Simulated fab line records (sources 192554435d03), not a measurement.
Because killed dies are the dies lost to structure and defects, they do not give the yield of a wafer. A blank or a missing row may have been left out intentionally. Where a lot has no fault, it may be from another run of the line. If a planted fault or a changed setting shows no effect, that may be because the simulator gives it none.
Struck lot and sound lot, side by side ; flow n5 finfet ; 39 steps out of a route of 1938
Sound: wafers L123.2, L123.4, L123.5. Wafers struck: L128.1, L128.4, L128.5. The cause is named last.
Order at every step that has rows: each side's tool, ch and its chambers, its first start. Under that, the readings that differ: sound wafers ; struck wafers ; difference of the means ; sigmas: that difference in standard deviations of wafers without a fault.
alike: readings whose means differ by less than 2 such deviations, and words and numbers that are the same on both sides. not compared: withheld readings, readings that some wafer has no value for, bounds like >300 that may hide the same value, and numbers for which the record gives no deviation and whose values overlap.
Wherever a step has rows on one side only, a row that says differs or no value, or a row with sigmas, the two part there. Numbers that have no deviation but don't overlap get no sigmas and don't part them. A reading that every wafer of one side lacks parts them only if that side has two wafers or more.

first, 11 steps without rows for these wafers: N5_BEOL_M4_STRIP_65 (strips in N2/H2); N5_BEOL_M4_STRIP_75 (strips in N2/H2); N5_BEOL_M4_STRIP_66 (strips in CF4); N5_BEOL_M4_HM_OPEN_17 (chemistry Cl2/BCl3, target TiN, target depth 20 nm, overetch 6 nm); N5_BEOL_M4_STRIP_19 (strips in O2); N5_BEOL_M4_COAT_67 (time 60 s, resist thk 60 nm); N5_BEOL_M4_COAT_68 (time 60 s, resist thk 12 nm); N5_BEOL_M4_COAT_76 (time 60 s, resist thk 5 nm); N5_BEOL_M4_COAT_22 (resist thk 30 nm); N5_BEOL_M4_EBR_24; N5_BEOL_M4_SOFTBAKE_23 (time 60 s).
N5_BEOL_M4_EXPOSE_25: exposes mask V3, defocus 5 nm.
  sound on euv scanner-01 ch 0, day 10 13:25; struck on euv scanner-01 ch 0, day 12 05:09
reading;sound;struck;difference;sigmas
exposure dose mJ cm2;62.75 62.66 62.76;60.03 59.94 60.02;-2.73;-40
  alike: mask, reticle temp C
then, 2 steps without rows for these wafers: N5_BEOL_M4_PEB_26 (peb time 60 s); N5_BEOL_M4_DEVELOP_27 (develop time 30 s).
N5_BEOL_M4_CD_MEAS_28: target cd 26.2 nm, target cd y 24.1 nm.
  sound on cd sem-02 ch 0, day 10 13:34; struck on cd sem-01 ch 0, day 12 05:18
reading;sound;struck;difference;sigmas
cd nm (nm);26.40 26.37 25.65;25.11 25.10 25.22;-1.00;-5
then, 22 steps without rows for these wafers: N5_BEOL_M4_DESCUM_33 (chemistry O2, time 7 s); N5_BEOL_M4_ETCH_77 (etches underlayer in N2/H2, target depth 6.5 nm, time 5.2 s); N5_BEOL_M4_ETCH_69 (etches SiARC in CF4, target depth 15.6 nm, time 26 s); N5_BEOL_M4_ALD_98 (deposits SiO2, target thk 2.5 nm, pulse time 1 s, co reactant pulse time 1 s); N5_BEOL_M4_ETCHBACK_99 (etches SiO2 in CHF3, target depth 5 nm, time 10.4 s); N5_BEOL_M4_ETCH_70 (etches SOC in N2/H2, target depth 80 nm, overetch 24 nm, time 130 s); N5_BEOL_M4_STRIP_71 (strips in N2/H2); N5_BEOL_M4_STRIP_78 (strips in N2/H2); N5_BEOL_M4_VIA_ETCH_34 (etches the open film in C4F6/O2, target depth 69.4 nm, time 65.9 s); N5_BEOL_M4_STRIP_83 (strips in C4F6/O2); N5_BEOL_M4_STRIP_36 (strips in N2/H2); N5_BEOL_M4_TRENCH_ETCH_37 (etches SiOC in C4F6/O2, target depth 55.555 nm, time 29.2 s); N5_BEOL_M4_ETCH_41 (etches SiCN in CH3F/O2, target depth 29.9 nm, time 52.5 s); N5_BEOL_M4_STRIP_97 (strips in N2/H2, time 10 s); N5_BEOL_M4_HM_STRIP_39 (strips TiN in peroxide tin strip, target depth 25 nm, time 158 s); N5_BEOL_M4_SRD_40 (time 30 s); N5_BEOL_M4_PRECLEAN_42 (cleans in residue remover, time 60 s); N5_BEOL_M4_SRD_43 (time 30 s); N5_BEOL_M4_DEGAS_44 (time 60 s); N5_BEOL_M4_PRE_CLEAN_45 (time 30 s); N5_BEOL_M4_ALD_84 (deposits TaN, pulse time 2 s, purge time 3 s, co reactant purge time 2 s); N5_BEOL_M4_SURFACE_TREAT_85.
N5_BEOL_M4_RC_MEAS_101:
  sound on prober-02 ch 0, day 10 21:56; struck on prober-01 ch 0, day 12 15:15
  alike: DIBL_N, DIBL_P, IOFF_N, IOFF_P, ION_N, ION_P, SS_N, SS_P, VT_N, VT_P
after that, 1 step had no rows for these wafers: N5_PASSIVATION_PROBE_49.

## WHERE THEY PART
First at N5_BEOL_M4_EXPOSE_25; last, within this record, at N5_BEOL_M4_CD_MEAS_28. Later steps at which nothing parts them and some readings are alike: N5_BEOL_M4_RC_MEAS_101.

WHY: what the simulator had put in
Process parameter drift: euv scanner-01, from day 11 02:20 on, at N5_BEOL_M4_EXPOSE_25. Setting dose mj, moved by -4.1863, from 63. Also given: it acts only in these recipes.
